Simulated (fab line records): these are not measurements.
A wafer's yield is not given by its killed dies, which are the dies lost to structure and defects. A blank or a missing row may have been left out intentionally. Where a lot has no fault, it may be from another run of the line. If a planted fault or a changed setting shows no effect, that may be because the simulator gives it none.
Lot-split experiment | flow n5Finfet | on a route of 1938 steps: 7 lots, 21 wafers read

ABOUT THE SPLIT
At N5_BEOL_M15_ETCH_61 (etches BARC in N2/H2, target depth 89 nm, overetch 26.7 nm, time 67.9 s), the setting timeS was moved away from the recipe's 67.9 s on 8 of the 21 wafers read, by -17.2% to +14.1%. This setting was run at the recipe's value on the other wafers.

Reading taken at the split's own step.

THE READING
coat_of_BEOL_M15_COAT_22.thkNm (the simulator's own value, which no gauge read), in nm, at N5_BEOL_M15_ETCH_61 (etches BARC in N2/H2, target depth 89 nm, overetch 26.7 nm, time 67.9 s). The file does not state a usual value for it. The 13 wafers here that ran the recipe average 716.6 nm, standard deviation 2.1 nm.

wafer  | tool, chamber at the split | timeS as run, s | against the recipe | coat_of_BEOL_M15_COAT_22.thkNm, nm | against lot-mates on the recipe
L077.4 | rieDiel-06, 3              | 67.9            | recipe             | 715.6                              | -
L077.5 | rieDiel-06, 0              | 67.9            | recipe             | 716.8                              | -
L077.6 | rieDiel-06, 1              | 67.9            | recipe             | 719.6                              | -
L078.1 | rieDiel-06, 2              | 67.9            | recipe             | 717                                | -
L078.4 | rieDiel-06, 0              | 67.9            | recipe             | 719.2                              | -
L078.5 | rieDiel-06, 0              | 67.9            | recipe             | 719                                | -
L080.2 | rieDiel-02, 3              | 56.19           | -17.2%             | 726.2                              | +13.4
L080.3 | rieDiel-02, 0              | 56.19           | -17.2%             | 720.6                              | +7.8
L080.5 | rieDiel-02, 0              | 67.9            | recipe             | 712.8                              | -
L084.2 | rieDiel-02, 2              | 67.9            | recipe             | 714.4                              | -
L084.4 | rieDiel-02, 1              | 75.45           | +11.1%             | 706.2                              | -8.2
L084.6 | rieDiel-02, 3              | 75.45           | +11.1%             | 706                                | -8.4
L088.1 | rieDiel-02, 0              | 67.9            | recipe             | 715.4                              | -
L088.2 | rieDiel-02, 1              | 57.81           | -14.9%             | 724.8                              | +8.8
L088.6 | rieDiel-02, 0              | 67.9            | recipe             | 716.6                              | -
L087.1 | rieDiel-01, 1              | 77.45           | +14.1%             | 707.6                              | -7.3
L087.2 | rieDiel-01, 3              | 67.9            | recipe             | 714.4                              | -
L087.3 | rieDiel-01, 0              | 67.9            | recipe             | 715.4                              | -
L094.2 | rieDiel-01, 3              | 74.43           | +9.6%              | 711.8                              | -7.4
L094.3 | rieDiel-01, 0              | 67.9            | recipe             | 719.2                              | -
L094.5 | rieDiel-01, 1              | 74.43           | +9.6%              | 710                                | -9.2

THE FIT
A straight line over all 21 wafers: coat_of_BEOL_M15_COAT_22.thkNm changes by -0.568 nm for each +1% of timeS; r = -0.90; the points scatter about the line by 2.5 nm.
The same after taking each lot's own level away (the mean of its wafers on the recipe; 21 wafers): -0.651 nm for each +1%; r = -0.97; scatter 1.5 nm.
The reading moves by 11 nm for the largest change in timeS, on that fit.
Measured against the standard deviation above, the lots' own levels, which go from 712.80 to 719.20 nm, span 3.1 times it.
So the slope is not independent of the lot-to-lot level: the two fits are not the same.
Check: with one of the wafers moved furthest among these (-17.2%) left out of the fit, the line predicts +10 nm for it against its lot-mates. It came out at +13.4 nm against them.

OTHER SPLITS ON THESE WAFERS
These wafers also went through other splits before the reading. Each is held against what the fit with the lots' levels taken away leaves over:
other split on the same wafers   | wafers away from the commonest value | r with coat_of_BEOL_M15_COAT_22.thkNm (lot level and that fit taken away)
N5_BEOL_M11_EXPOSE_08 doseMj     | 8                                    | +0.08
N5_BEOL_M13_ETCH_68 timeS        | 7                                    | -0.20
N5_BEOL_M13_SPUTTER_44 timeS     | 10                                   | +0.07
N5_BEOL_M14_TRENCH_ETCH_34 biasW | 7                                    | -0.42

THE FILE'S OWN FIT
coat_of_BEOL_M15_COAT_22.thkNm changes by -0.631 nm for each +1% of timeS, r = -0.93.
